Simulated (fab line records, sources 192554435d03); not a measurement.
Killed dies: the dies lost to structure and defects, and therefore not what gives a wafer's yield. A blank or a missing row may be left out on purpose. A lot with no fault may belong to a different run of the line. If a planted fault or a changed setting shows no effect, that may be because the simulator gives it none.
Matching of chambers ; flow n5Finfet ; pecvd-02 running N5_BEOL_M11_DEP_56: 3 sister chambers
The step deposits SiCN from 3MS/NH3, target thk 30 nm, time 10.5 s. 3 wafers are shown with their chamber, then 10 later ones without.

WAFERS WITH THEIR CHAMBER
wafer;chamber;throttleValvePct (%)
L076.6;2;17.0
L086.1;1;17.6
L086.5;0;19.7

WAFERS WITH NO CHAMBER GIVEN
wafer;throttleValvePct (%)
L086.6;17.0
L087.2;17.6
L087.4;17.0
L087.6;19.8
L090.2;19.8
L090.3;17.3
L090.4;17.4
L092.2;17.8
L092.4;17.5
L092.6;19.9

WHICH CHAMBER EACH ONE RAN IN
wafer;from the rows above;in truth
L086.6;2;2
L087.2;1;1
L087.4;2;2
L087.6;0;0
L090.2;0;0
L090.3;can't be placed: 1 or 2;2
L090.4;can't be placed: 1 or 2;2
L092.2;1;1
L092.4;1;1
L092.6;0;0
Placed correctly: 8 of 10. Cannot be placed on the basis of these rows: 2; the candidates contain the true chamber in 2. Wrongly placed: 0.
How it was worked out, from the rows above alone: a wafer's distance from a chamber is the root of the sum, over the readings, of the square of ((its reading less the chamber's mean) divided by the reading's scatter). The wafer belongs to the nearest chamber; if the next one is less than 2 further off, it can't be placed. For every chamber, the mean is computed from those of its wafers that are shown. The scatter (one wafer shown for each chamber): square how far every hidden wafer sits from the nearest shown wafer, average those squares and take the square root.
